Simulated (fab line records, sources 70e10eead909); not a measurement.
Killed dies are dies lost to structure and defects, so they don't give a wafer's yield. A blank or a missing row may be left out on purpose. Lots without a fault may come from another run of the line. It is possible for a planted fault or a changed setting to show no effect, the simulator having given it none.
Struck lot and sound lot, side by side :: flow nand-harc :: 14 out of 1159 route steps
Sound: the wafers L155.3, L155.5, L155.6. Struck: wafer L162.4 (L162.1, L162.2, from the same lot, were not struck and are left out); the cause is given at the end.
Each step with rows lists, per side, the tool, then ch with its chambers, then its first start. Under that, the readings that differ: sound wafers :: struck wafers :: difference of the means :: sigmas: that difference in standard deviations of wafers without a fault.
alike: words and numbers the same on both sides, and readings whose means are apart by under 2 such deviations; not compared: readings that were withheld, readings missing a value for some wafer, numbers with overlapping values and no deviation given by the record, and bounds like >300 which may hide the same value.
A row with sigmas, a row that says differs or no value, or rows on one side alone: a step with any of these is where the two part. Numbers that have no deviation but don't overlap get no sigmas and don't part them. A reading that every wafer of one side lacks parts them only if that side has two wafers or more.

first, 2 steps without rows for these wafers: NHARC_A_STAIRCASE_HARDBAKE_311 (time 140 s); NHARC_A_STAIRCASE_DESCUM_312 (chemistry O2, time 3 s).
NHARC_A_STAIRCASE_ETCH_313: etches the open film in CF4/CHF3.
  sound on rie-diel-08 ch 0,1,3, day 14 01:59; struck on rie-diel-11 ch 2, day 15 09:09
  alike: drypump-motor-current-A, mfc-ar-sccm, oes-product-au, rf-vpp-V, showerhead-plenum-p-Torr, throttle-valve-pct
  not compared: rf-hours-counter-h
NHARC_A_STAIRCASE_HM_OPEN_463: chemistry O2/COS.
  sound on rie-diel-08 ch 2,3; struck on rie-diel-11 ch 1
reading: mfc-ar-sccm (sccm)
sound: 0 0.016 0
struck: 0.040
difference: +0.035
sigmas: +2
  alike: drypump-motor-current-A, oes-product-au, rf-vpp-V, showerhead-plenum-p-Torr, throttle-valve-pct
  not compared: rf-hours-counter-h
then, 2 steps without rows for these wafers: NHARC_A_STAIRCASE_STRIP_464 (strips in O2/COS); NHARC_A_STAIRCASE_ETCH_453 (etches the open film in CF4/O2, target depth 30 nm, overetch 3 nm, time 16.5 s).
NHARC_A_STAIRCASE_ETCH_315: etches the open film in C4F8/O2/Ar, target depth 2500 nm, time 607.1 s.
  sound on rie-diel-08 ch 0,2,3; struck on rie-diel-11 ch 1
  alike: oes-product-au, rf-vpp-V
  not compared: rf-hours-counter-h
NHARC_A_STAIRCASE_STRIP_316: strips in O2.
  sound on rie-diel-08 ch 0,1; struck on rie-diel-11 ch 0
  alike: drypump-motor-current-A, mfc-ar-sccm, oes-product-au, rf-vpp-V, showerhead-plenum-p-Torr, throttle-valve-pct
  not compared: rf-hours-counter-h
then, 3 steps without rows for these wafers: NHARC_A_STAIRCASE_STRIP_317 (strips in SPM, time 900 s); NHARC_A_STAIRCASE_PRECLEAN_318 (cleans in SC1); NHARC_A_STAIRCASE_SRD_329.
NHARC_A_STAIRCASE_ALD_415: deposits SiO2, target thk 30 nm, pulse time 6 s, ald cycles 300.
  sound on ald-hk-03 ch 2,3, day 14 03:49; struck on ald-hk-01 ch 1, day 15 11:50
reading: ald-cycles
sound: 300 300 300
struck: 560
difference: +260
sigmas: 
  alike: heater-power-w, precursor-pulse-height-rel
NHARC_A_STAIRCASE_ETCHBACK_416: etches the open film in C4F8/O2/Ar, target depth 36 nm, time 7.2 s.
  sound on rie-diel-09 ch 2,3; struck on rie-diel-08 ch 2
  alike: oes-product-au, rf-vpp-V
  not compared: rf-hours-counter-h
-- the record jumps here: 8 days lie between the struck wafers' starts before and after (it left off in module A_STAIRCASE and takes up again in module END, whose first step shown is number 1159 of the route) --
NHARC_END_SORT_01:
  sound on prober-02 ch 0, day 21 17:13; struck on prober-02 ch 0, day 23 15:04
reading: killed-at-array
sound: 28 32
struck: 673
difference: +643
sigmas: +64

reading: killed-dies
sound: 34 36
struck: 677
difference: +642
sigmas: +66
  alike: killed-at-other, killed-at-periphery, killed-open, killed-short

== WHERE THEY PART ==
At NHARC_A_STAIRCASE_HM_OPEN_463 first; at NHARC_END_SORT_01 last (within this record only).

WHY: the cause the simulator had injected
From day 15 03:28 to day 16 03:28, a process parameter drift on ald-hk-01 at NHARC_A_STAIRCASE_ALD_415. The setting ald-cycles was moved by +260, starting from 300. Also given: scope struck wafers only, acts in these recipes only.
